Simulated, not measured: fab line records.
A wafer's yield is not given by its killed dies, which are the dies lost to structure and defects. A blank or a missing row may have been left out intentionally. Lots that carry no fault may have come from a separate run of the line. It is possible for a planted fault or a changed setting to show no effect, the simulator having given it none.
Which of the tools did it? -- flow n5 finfet -- Sampling: 24 lots, 72 wafers, 3 of 1938 route steps

== WHAT THE GAUGES SHOWED, per wafer ==
N5_BEOL_M15_CD_MEAS_17: the cd target is 360 nm.
lot,measured,on,cd nm (nm)
L074,day 11 15:08,cd sem-01,360.0 359.4 362.2
L075,day 11 19:47,cd sem-01,358.3 359.5 357.9
L077,day 12 10:05,cd sem-02,360.7 357.2 362.4
L076,day 12 12:21,cd sem-01,361.7 358.7 360.3
L078,day 12 13:52,cd sem-02,360.9 363.2 361.4
L079,day 12 19:22,cd sem-03,362.4 360.6 364.4
L080,day 12 23:30,cd sem-01,359.8 359.4 360.0
L081,day 13 00:02,cd sem-01,360.9 361.3 361.0
L083,day 13 04:53,cd sem-01,363.8 361.9 363.1
L082,day 13 11:03,cd sem-01,360.6 361.5 361.2
L084,day 13 23:23,cd sem-03,363.8 360.7 363.4
L085,day 14 05:13,cd sem-03,362.9 361.1 364.4
L086,day 14 09:20,cd sem-01,361.2 359.4 362.0
L087,day 14 13:56,cd sem-03,362.3 359.8 362.1
L089,day 15 00:03,cd sem-02,360.4 362.2 360.3
L090,day 15 03:19,cd sem-02,360.8 362.3 361.8
L088,day 15 07:55,cd sem-01,360.0 361.8 360.2
L093,day 15 15:54,cd sem-02,361.7 361.7 360.0
L091,day 16 01:19,cd sem-01,363.4 363.7 361.9
L094,day 16 09:11,cd sem-03,360.7 362.2 362.1
L092,day 16 09:28,cd sem-02,360.8 361.6 360.6
L095,day 16 10:32,cd sem-02,360.9 360.2 359.9
L096,day 17 00:49,cd sem-03,360.3 359.5 360.2
L097,day 17 15:29,cd sem-03,361.7 361.7 361.1

== TOOL THAT RAN EACH LOT (tool first, then ch and the chambers of the sampled wafers, then the start) ==
lot,N5_BEOL_M14_ETCH_68,N5_BEOL_M14_SPUTTER_43
L074,"rie diel-06 ch 2,3, day 11 11:08","pvd sputter-01, day 11 12:35"
L075,"rie diel-05 ch 0,1,3, day 11 11:53","pvd sputter-01, day 11 15:16"
L077,"rie diel-06 ch 0,2, day 12 04:14","pvd sputter-02, day 12 07:34"
L076,"rie diel-05 ch 1,2,3, day 12 04:44","pvd sputter-01, day 12 08:08"
L078,"rie diel-06 ch 0,1, day 12 05:55","pvd sputter-03, day 12 09:13"
L079,"rie diel-06 ch 1,3, day 12 14:39","pvd sputter-01, day 12 15:52"
L080,"rie diel-01 ch 2,3, day 12 19:06","pvd sputter-02, day 12 21:03"
L081,"rie diel-06 ch 1,2,3, day 12 20:46","pvd sputter-02, day 12 21:37"
L083,"rie diel-01 ch 0,1,2, day 13 00:38","pvd sputter-03, day 13 02:20"
L082,"rie diel-01 ch 1,2,3, day 13 03:48","pvd sputter-03, day 13 08:40"
L084,"rie diel-01 ch 0,1,2, day 13 18:35","pvd sputter-01, day 13 21:00"
L085,"rie diel-01 ch 1,2, day 14 00:49","pvd sputter-02, day 14 02:41"
L086,"rie diel-01 ch 2,3, day 14 02:53","pvd sputter-03, day 14 06:32"
L087,"rie diel-05 ch 0,2, day 14 06:41","pvd sputter-01, day 14 11:04"
L089,"rie diel-05 ch 1,2,3, day 14 19:00","pvd sputter-02, day 14 20:38"
L090,"rie diel-05 ch 1,2,3, day 14 23:21","pvd sputter-02, day 15 00:41"
L088,"rie diel-06 ch 0,3, day 15 04:28","pvd sputter-02, day 15 05:24"
L093,"rie diel-06 ch 0,1,3, day 15 10:20","pvd sputter-01, day 15 13:23"
L091,"rie diel-06 ch 2,3, day 15 20:05","pvd sputter-03, day 15 22:56"
L094,"rie diel-05 ch 1,2, day 16 02:23","pvd sputter-01, day 16 06:48"
L092,"rie diel-05 ch 0,1,2, day 16 03:03","pvd sputter-03, day 16 06:51"
L095,"rie diel-01 ch 0,1,3, day 16 06:46","pvd sputter-02, day 16 07:41"
L096,"rie diel-01 ch 0,1,3, day 16 20:26","pvd sputter-02, day 16 22:01"
L097,"rie diel-01 ch 1,3, day 17 11:42","pvd sputter-01, day 17 13:06"
- N5_BEOL_M14_ETCH_68: etches SOC in N2/H2, time 450 s.
- N5_BEOL_M14_SPUTTER_43: material TaN, target thk 15 nm, time 24.19 s.

== WHAT THE TOOLS THEMSELVES READ (means of the sampled wafers that have a number; where no wafer has one, the mark that the record gives instead) ==
N5_BEOL_M14_ETCH_68.
lot,tool,drypump motor current A (A),oes product au (a.u.),rf vpp V (V),showerhead plenum p Torr (Torr),throttle valve pct (%)
L074,rie diel-06,5.7,0.87,524.9,2.57,17.82
L075,rie diel-05,5.5,0.85,525.4,2.58,17.50
L077,rie diel-06,5.5,0.73,524.6,2.56,17.94
L076,rie diel-05,5.6,0.84,524.4,2.57,17.66
L078,rie diel-06,5.8,0.82,528.0,2.68,17.89
L079,rie diel-06,5.9,0.88,525.4,2.63,17.80
L080,rie diel-01,5.3,0.76,521.1,2.44,17.63
L081,rie diel-06,5.9,0.80,525.5,2.59,17.90
L083,rie diel-01,5.7,0.89,522.1,2.48,17.70
L082,rie diel-01,5.4,0.83,521.8,2.45,17.61
L084,rie diel-01,5.7,0.88,520.6,2.47,17.72
L085,rie diel-01,5.4,0.81,520.8,2.45,17.69
L086,rie diel-01,5.3,0.74,521.3,2.43,17.72
L087,rie diel-05,5.6,0.81,521.3,2.45,17.87
L089,rie diel-05,5.6,0.82,524.6,2.56,17.70
L090,rie diel-05,5.6,0.82,525.0,2.56,17.71
L088,rie diel-06,5.4,0.84,525.4,2.61,17.82
L093,rie diel-06,5.6,0.80,526.3,2.64,17.89
L091,rie diel-06,5.7,0.88,524.1,2.55,17.75
L094,rie diel-05,5.8,0.80,522.1,2.48,17.88
L092,rie diel-05,5.7,0.79,522.2,2.48,17.73
L095,rie diel-01,5.8,0.85,521.8,2.47,17.68
L096,rie diel-01,5.7,0.84,522.1,2.47,17.69
L097,rie diel-01,5.4,0.79,521.0,2.45,17.60

N5_BEOL_M14_SPUTTER_43.
lot,tool,throttle valve pct (%)
L074,pvd sputter-01,29.9
L075,pvd sputter-01,30.0
L077,pvd sputter-02,30.5
L076,pvd sputter-01,30.2
L078,pvd sputter-03,29.3
L079,pvd sputter-01,30.3
L080,pvd sputter-02,29.9
L081,pvd sputter-02,30.2
L083,pvd sputter-03,29.7
L082,pvd sputter-03,29.3
L084,pvd sputter-01,30.0
L085,pvd sputter-02,29.2
L086,pvd sputter-03,29.6
L087,pvd sputter-01,30.3
L089,pvd sputter-02,29.6
L090,pvd sputter-02,30.0
L088,pvd sputter-02,29.6
L093,pvd sputter-01,30.3
L091,pvd sputter-03,29.6
L094,pvd sputter-01,29.8
L092,pvd sputter-03,29.7
L095,pvd sputter-02,30.5
L096,pvd sputter-02,30.1
L097,pvd sputter-01,29.5

== THE ANSWER, worked out from the rows above alone ==
Rule: what is usual is taken from the lots themselves. The widest of any qualifying gaps counts: lots, ordered by their means at a reading, are off when they make up no more than a third of the lots, leave a main group of 4 or more, and stand apart from it by 3 or more times the standard deviation of that group's means. If all means in a main group match to the digits the tables above print for the reading, that group is not used. Also off: a lot with no number at a reading for which 4 or more lots have one. The other lots that the step has rows for count as sound. First the gauges in route order, then the tools' own readings, where a lot's mean is used as printed above. The first step at which some lot is off is used, and at that step the reading that is off furthest; a lot without a number counts as furthest.
No lot is off at any reading shown: from this, nothing can be told.

== WHAT HAD BEEN PUT IN BY THE SIMULATOR ==
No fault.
